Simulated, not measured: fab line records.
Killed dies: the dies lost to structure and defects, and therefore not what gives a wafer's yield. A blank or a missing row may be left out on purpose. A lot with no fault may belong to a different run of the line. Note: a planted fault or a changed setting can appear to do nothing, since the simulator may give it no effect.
Split-lot trial | flow n5Finfet | on a route of 1938 steps: 7 lots, 21 wafers read

## SPLIT DETAILS
At N5_MIM_TOP_LITHO_EXPOSE_05 (exposes mask MIM TOP, target cd 2000 nm), the setting doseMj was moved away from the recipe's 20.5 on 9 of the 21 wafers read, by -6.5% to +5.4%. All remaining wafers had this setting at the recipe value.

## FROM THE SPLIT TO THE READING: what the file shows between them, 2 steps
- N5_MIM_TOP_LITHO_DEVELOP_07: develop time 60 s (also split here: developTimeS)
- N5_MIM_TOP_LITHO_HARDBAKE_09: time 120 s

## THE READING
cdNm at N5_MIM_TOP_LITHO_CD_MEAS_08, given in nm (cd target 2000 nm). Typical for fault-free wafers on this fab line: 2000.0 nm, with standard deviation 1.1 nm.

wafer  | tool, chamber at the split | doseMj as run | against the recipe | cdNm, nm | against lot-mates on the recipe
L075.2 | krfScanner-02, 0           | 20.09         | -2.0%              | 2004.8   | +3.0
L075.3 | krfScanner-02, 0           | 20.5          | recipe             | 2001.8   | -
L075.5 | krfScanner-02, 0           | 20.09         | -2.0%              | 2000.4   | -1.4
L076.2 | krfScanner-01, 0           | 21.39         | +4.3%              | 1996.1   | -4.1
L076.3 | krfScanner-01, 0           | 20.5          | recipe             | 2000.2   | -
L076.6 | krfScanner-01, 0           | 21.39         | +4.3%              | 1993.5   | -6.7
L080.2 | krfScanner-02, 0           | 21.6          | +5.4%              | 1991.7   | -10.0
L080.3 | krfScanner-02, 0           | 20.5          | recipe             | 2001.7   | -
L080.5 | krfScanner-02, 0           | 21.6          | +5.4%              | 1991.0   | -10.7
L082.3 | krfScanner-01, 0           | 20.5          | recipe             | 2000.6   | -
L082.4 | krfScanner-01, 0           | 20.5          | recipe             | 1998.8   | -
L082.6 | krfScanner-01, 0           | 20.5          | recipe             | 2000.6   | -
L086.1 | krfScanner-01, 0           | 20.5          | recipe             | 2001.4   | -
L086.4 | krfScanner-01, 0           | 20.5          | recipe             | 2006.0   | -
L086.5 | krfScanner-01, 0           | 20.5          | recipe             | 2003.5   | -
L085.2 | krfScanner-01, 0           | 19.16         | -6.5%              | 2015.4   | +16.8
L085.3 | krfScanner-01, 0           | 20.5          | recipe             | 1998.6   | -
L085.4 | krfScanner-01, 0           | 19.16         | -6.5%              | 2012.0   | +13.4
L096.1 | krfScanner-02, 0           | 20.5          | recipe             | 1999.9   | -
L096.4 | krfScanner-02, 0           | 21.36         | +4.2%              | 1990.1   | -8.7
L096.6 | krfScanner-02, 0           | 20.5          | recipe             | 1997.6   | -

FIT RESULTS
A straight line over all 21 wafers: cdNm changes by -1.81 nm for each +1% of doseMj; r = -0.93; the points scatter about the line by 2.3 nm.
The same after taking each lot's own level away (the mean of its wafers on the recipe; 21 wafers): -1.92 nm for each +1%; r = -0.95; scatter 2.1 nm.
Per that fit: largest doseMj move, reading shift of 13 nm.
The span of the lots' own levels, 1998.60 to 2003.63 nm, comes to 4.6 times the standard deviation stated above.
So the lot-to-lot level changes the slope little: the two slopes agree.
Check: +11.2 nm against its lot-mates is what the line predicts for one of the wafers moved furthest among these (-6.5%) when that wafer is left out of the fit. It came out at +16.8 nm against them.

## ADDITIONAL SPLITS CARRIED BY THESE WAFERS
These wafers also went through other splits before the reading. Each is held against what the fit with the lots' levels taken away leaves over:
other split on the same wafers           | wafers away from the commonest value | r with cdNm (lot level and that fit taken away)
N5_BEOL_M14_DESCUM_15 timeS              | 12                                   | -0.01
N5_BEOL_M14_TRENCH_ETCH_34 timeS         | 6                                    | -0.01
N5_BEOL_M14_SPUTTER_43 powerW            | 8                                    | -0.19
N5_MIM_TOP_LITHO_DEVELOP_07 developTimeS | 9                                    | -0.64

## THE WHOLE CHAIN: every reading that the file lists as answering this split, in the file's order
step                        | what it does             | reading                                                             | change (the file's fit)              | r (the file's)
N5_MIM_TOP_LITHO_CD_MEAS_08 | target cd 2000 nm        | cdNm                                                                | -1.92 nm for each +1% of the setting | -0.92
N5_MIM_TOP_LITHO_DESCUM_10  | chemistry O2, time 7.9 s | MIM_TOP_LITHO.cdNm (the simulator's own value, which no gauge read) | -1.91 nm for each +1% of the setting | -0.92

## FILE'S OWN FIT
cdNm changes by -1.92 nm for each +1% of doseMj, r = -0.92.
